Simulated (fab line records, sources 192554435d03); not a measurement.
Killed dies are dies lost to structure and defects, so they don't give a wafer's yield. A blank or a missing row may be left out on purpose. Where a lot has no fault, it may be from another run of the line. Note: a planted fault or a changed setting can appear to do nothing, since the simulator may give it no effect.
Comparing a struck lot with a sound one ; flow n5-finfet ; 16 steps out of a route of 1938
Sound: the wafers L141.2, L141.4, L141.5. Struck: wafer L145.2 (L145.4, L145.5, from the same lot, were not struck and are left out); the cause is given at the end.
Each step with rows lists, per side, the tool, then ch with its chambers, then its first start. Under that, the readings that differ: sound wafers ; struck wafers ; difference of the means ; sigmas: that difference in standard deviations of wafers without a fault.
alike: readings whose means differ by less than 2 such deviations, and words and numbers that are the same on both sides. not compared: withheld readings, readings that some wafer has no value for, bounds like >300 that may hide the same value, and numbers for which the record gives no deviation and whose values overlap.
Wherever a step has rows on one side only, a row that says differs or no value, or a row with sigmas, the two part there. Numbers that don't overlap but have no deviation are shown without sigmas and don't part them. Lack of a reading on every wafer of one side parts them only where that side has two or more wafers.

N5_ZERO_LAYER_PECVD_02: deposits SiO2 from SiH4/N2O, target thk 10 nm, time 6 s.
  sound on pecvd-03 ch 0,1,2, day 2 00:17; struck on pecvd-02 ch 0, day 3 00:18
  alike: heater-power-w, showerhead-plenum-p-Torr
then, 8 steps without rows for these wafers: N5_ZERO_LAYER_HMDS_04 (time 60 s); N5_ZERO_LAYER_COAT_05 (resist thk 1000 nm); N5_ZERO_LAYER_EBR_07; N5_ZERO_LAYER_SOFTBAKE_06 (time 90 s); N5_ZERO_LAYER_EXPOSE_08 (exposes mask ZERO, defocus 0 nm, target cd 2000 nm); N5_ZERO_LAYER_PEB_09; N5_ZERO_LAYER_DEVELOP_10 (develop time 60 s); N5_ZERO_LAYER_HARDBAKE_23 (time 120 s).
N5_ZERO_LAYER_CD_MEAS_11: target cd 2000 nm.
  sound on cd-sem-03 ch 0, day 2 00:39; struck on cd-sem-01 ch 0, day 3 00:41
  alike: cd-nm
N5_ZERO_LAYER_DESCUM_16: chemistry O2, time 7.9 s.
  sound on rie-diel-02 ch 0,3, day 2 00:41; struck on rie-diel-02 ch 1, day 3 00:43
reading;sound;struck;difference;sigmas
bias-power-w (W);19.95 19.91 19.99;20.08;+0.13;+2
  alike: drypump-motor-current-A, oes-product-au, rf-vpp-V, showerhead-plenum-p-Torr, throttle-valve-pct
  not compared: rf-hours-counter-h
N5_ZERO_LAYER_ETCH_17: etches SiO2 in CF4, target depth 12 nm, time 13.3 s.
  sound on rie-diel-02 ch 0,3, day 2 00:43; struck on rie-diel-02 ch 1, day 3 00:46
reading;sound;struck;difference;sigmas
bias-w (W);215.3 213.6 214.1;215.8;+1.5;+2
  alike: drypump-motor-current-A, oes-product-au, rf-vpp-V, showerhead-plenum-p-Torr, throttle-valve-pct
  not compared: rf-hours-counter-h
N5_ZERO_LAYER_ETCH_18: etches Si in HBr/Cl2, target depth 120 nm, time 40 s.
  sound on rie-si-01 ch 0,1,3, day 2 00:47; struck on rie-si-06 ch 0, day 3 00:50
reading;sound;struck;difference;sigmas
bias-w (W);74.89 75.14 75.18;91.00;+15.93;+72
model.ZERO_LAYER.feature-depth-nm (nm);117.7 123.5 118.3;125.8;+6.0;
model.etch.depth-nm (nm);117.7 123.5 118.3;125.8;+6.0;
  alike: drypump-motor-current-A, mfc-cl2-sccm, oes-product-au, throttle-valve-pct
  not compared: rf-hours-counter-h
N5_ZERO_LAYER_STRIP_24: strips in O2.
  sound on plasma-asher-02 ch 0,1, day 2 00:53; struck on plasma-asher-01 ch 0, day 3 00:56
reading;sound;struck;difference;sigmas
heater-power-w (W);391 388 405;289;-106;-3
  alike: drypump-motor-current-A, oes-product-au, strip-time-to-endpoint-s
  not compared: rf-hours-counter-h
-- record jumps: 7 days separate the struck wafers' starts on either side; left off in module ZERO_LAYER, taken up again in module BEOL_M4, whose first shown step is the route's number 1111 --
N5_BEOL_M4_RC_MEAS_101:
  sound on prober-01 ch 0, day 8 19:48; struck on prober-02 ch 0, day 9 19:25
  alike: DIBL_N, DIBL_P, IOFF_N, IOFF_P, ION_N, ION_P, SS_N, SS_P, VT_N, VT_P
then, 1 step without rows for these wafers: N5_PASSIVATION_PROBE_49.

## WHERE THEY PART
Last at N5_ZERO_LAYER_STRIP_24 as far as this record goes, first at N5_ZERO_LAYER_DESCUM_16. Later steps at which nothing parts them and some readings are alike: N5_BEOL_M4_RC_MEAS_101.

WHY: what the simulator had put in
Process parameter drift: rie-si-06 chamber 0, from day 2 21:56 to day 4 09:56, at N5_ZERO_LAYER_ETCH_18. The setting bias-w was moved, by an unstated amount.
